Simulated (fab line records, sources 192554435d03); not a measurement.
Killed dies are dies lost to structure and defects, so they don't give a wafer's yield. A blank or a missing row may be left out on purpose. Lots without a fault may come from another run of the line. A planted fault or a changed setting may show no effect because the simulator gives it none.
Chamber matching | flow n5_finfet | N5_BEOL_M14_DESCUM_33 on rie_diel-05: 4 sister chambers
The step chemistry O2, time 7.9 s. 18 wafers are shown with their chamber, then 9 later ones without.

WAFERS WITH THEIR CHAMBER
wafer  | chamber | throttle_valve_pct (%) | showerhead_plenum_p_Torr (Torr) | drypump_motor_current_A (A)
L077.1 | 3       | 20.00                  | 2.24                            | 5.5
L077.4 | 2       | 20.11                  | 2.12                            | 5.2
L077.5 | 3       | 20.02                  | 2.24                            | 5.5
L079.1 | 0       | 20.15                  | 1.94                            | 5.1
L079.4 | 1       | 20.90                  | 2.09                            | 6.2
L079.6 | 1       | 20.90                  | 2.09                            | 6.1
L083.2 | 2       | 20.12                  | 2.12                            | 5.3
L083.5 | 1       | 20.90                  | 2.09                            | 6.1
L083.6 | 2       | 20.11                  | 2.12                            | 5.3
L081.2 | 3       | 20.04                  | 2.24                            | 5.5
L081.3 | 1       | 20.90                  | 2.08                            | 6.2
L081.4 | 1       | 20.91                  | 2.08                            | 6.2
L085.1 | 1       | 20.91                  | 2.08                            | 6.2
L085.2 | 3       | 20.06                  | 2.23                            | 5.5
L085.4 | 3       | 20.06                  | 2.23                            | 5.4
L088.1 | 3       | 20.07                  | 2.23                            | 5.4
L088.2 | 2       | 20.14                  | 2.11                            | 5.3
L088.6 | 2       | 20.15                  | 2.11                            | 5.3

SIGNATURES (means of the wafers above)
reading                  | chamber 0 | chamber 1 | chamber 2 | chamber 3 | scatter within a chamber
throttle_valve_pct       | 20.1500   | 20.9033   | 20.1260   | 20.0417   | 0.0192
showerhead_plenum_p_Torr | 1.9400    | 2.0850    | 2.1160    | 2.2350    | 0.00548
drypump_motor_current_A  | 5.100     | 6.167     | 5.280     | 5.467     | 0.0498
Rule: a wafer's distance from a chamber is the root of the sum, over the readings, of the square of ((its reading less the chamber's mean) divided by the reading's scatter). The wafer belongs to the nearest chamber; if the next one is less than 2 further off, it can't be placed. The scatter: the root of (the sum of the squares of (reading less its chamber's mean) over the shown wafers, divided by (wafers less chambers)).

WAFERS WITHOUT THEIR CHAMBER
wafer  | throttle_valve_pct (%) | showerhead_plenum_p_Torr (Torr) | drypump_motor_current_A (A)
L091.1 | 19.89                  | 2.20                            | 5.1
L091.4 | 20.92                  | 2.08                            | 6.2
L091.5 | 20.07                  | 2.23                            | 5.4
L096.2 | 20.20                  | 2.10                            | 5.3
L096.3 | 20.96                  | 2.07                            | 6.1
L096.4 | 19.91                  | 2.19                            | 5.1
L095.2 | 20.10                  | 2.22                            | 5.4
L095.4 | 20.20                  | 2.10                            | 5.3
L095.5 | 20.10                  | 2.22                            | 5.5

WHICH CHAMBER EACH WENT THROUGH
wafer  | from the rows above | in truth
L091.1 | 3                   | 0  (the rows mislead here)
L091.4 | 1                   | 1
L091.5 | 3                   | 3
L096.2 | 2                   | 2
L096.3 | 1                   | 1
L096.4 | 3                   | 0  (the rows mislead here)
L095.2 | 3                   | 3
L095.4 | 2                   | 2
L095.5 | 3                   | 3
Placed correctly: 7 of 9. Can't be placed from these rows: 0. Placed wrongly: 2.
